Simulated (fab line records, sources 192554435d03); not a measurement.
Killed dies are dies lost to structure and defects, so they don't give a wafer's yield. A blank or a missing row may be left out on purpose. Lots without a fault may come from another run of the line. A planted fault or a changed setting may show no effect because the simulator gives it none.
Chamber matching | flow n5_finfet | N5_MOL_CONTACT_COAG_ETCH_47 on rie_diel-04: 4 sister chambers
The step etches SiNx in CH3F/O2, stops on W, target depth 27 nm. 18 wafers are shown with their chamber, then 9 later ones without.

WAFERS WITH THEIR CHAMBER
wafer  | chamber | drypump_motor_current_A (A) | showerhead_plenum_p_Torr (Torr) | oes_product_au (a.u.)
L074.1 | 2       | 5.42                        | 2.06                            | 0.63
L074.4 | 2       | 5.39                        | 2.06                            | 0.64
L074.6 | 1       | 5.90                        | 1.95                            | 0.63
L077.2 | 3       | 5.23                        | 2.06                            | 0.68
L077.3 | 2       | 5.39                        | 2.06                            | 0.63
L077.5 | 1       | 5.89                        | 1.94                            | 0.62
L078.2 | 1       | 5.91                        | 1.94                            | 0.62
L078.4 | 2       | 5.40                        | 2.06                            | 0.63
L078.5 | 1       | 5.92                        | 1.94                            | 0.62
L081.3 | 3       | 5.22                        | 2.06                            | 0.67
L081.5 | 2       | 5.39                        | 2.06                            | 0.62
L081.6 | 3       | 5.24                        | 2.06                            | 0.67
L085.2 | 0       | 5.85                        | 1.96                            | 0.86
L085.3 | 3       | 5.23                        | 2.06                            | 0.68
L085.4 | 3       | 5.23                        | 2.06                            | 0.67
L089.1 | 0       | 5.89                        | 1.96                            | 0.83
L089.2 | 2       | 5.41                        | 2.05                            | 0.62
L089.4 | 3       | 5.24                        | 2.05                            | 0.66

SIGNATURES (means of the wafers above)
reading                  | chamber 0 | chamber 1 | chamber 2 | chamber 3 | scatter within a chamber
drypump_motor_current_A  | 5.8700    | 5.9050    | 5.4000    | 5.2317    | 0.013
showerhead_plenum_p_Torr | 1.9600    | 1.9425    | 2.0583    | 2.0583    | 0.00415
oes_product_au           | 0.8450    | 0.6225    | 0.6283    | 0.6717    | 0.00883
Rule: a wafer's distance from a chamber is the root of the sum, over the readings, of the square of ((its reading less the chamber's mean) divided by the reading's scatter). The wafer belongs to the nearest chamber; if the next one is less than 2 further off, it can't be placed. The scatter: the root of (the sum of the squares of (reading less its chamber's mean) over the shown wafers, divided by (wafers less chambers)).

WAFERS WITHOUT THEIR CHAMBER
wafer  | drypump_motor_current_A (A) | showerhead_plenum_p_Torr (Torr) | oes_product_au (a.u.)
L090.3 | 5.84                        | 1.95                            | 0.81
L090.4 | 5.22                        | 2.05                            | 0.65
L090.6 | 5.43                        | 2.05                            | 0.61
L093.2 | 5.89                        | 1.94                            | 0.83
L093.3 | 5.24                        | 2.05                            | 0.65
L093.6 | 5.90                        | 1.94                            | 0.83
L096.1 | 5.42                        | 2.05                            | 0.89
L096.2 | 5.88                        | 1.93                            | 0.83
L096.5 | 5.24                        | 2.05                            | 0.65

WHICH CHAMBER EACH WENT THROUGH
wafer  | from the rows above     | in truth
L090.3 | 0                       | 0
L090.4 | 3                       | 3
L090.6 | 2                       | 2
L093.2 | 0                       | 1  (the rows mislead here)
L093.3 | 3                       | 3
L093.6 | 0                       | 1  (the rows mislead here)
L096.1 | can't be placed: 3 or 2 | 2
L096.2 | 0                       | 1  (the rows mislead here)
L096.5 | 3                       | 3
Placed correctly: 5 of 9. Can't be placed from these rows: 1 (the true chamber is among the candidates in 1). Placed wrongly: 3.
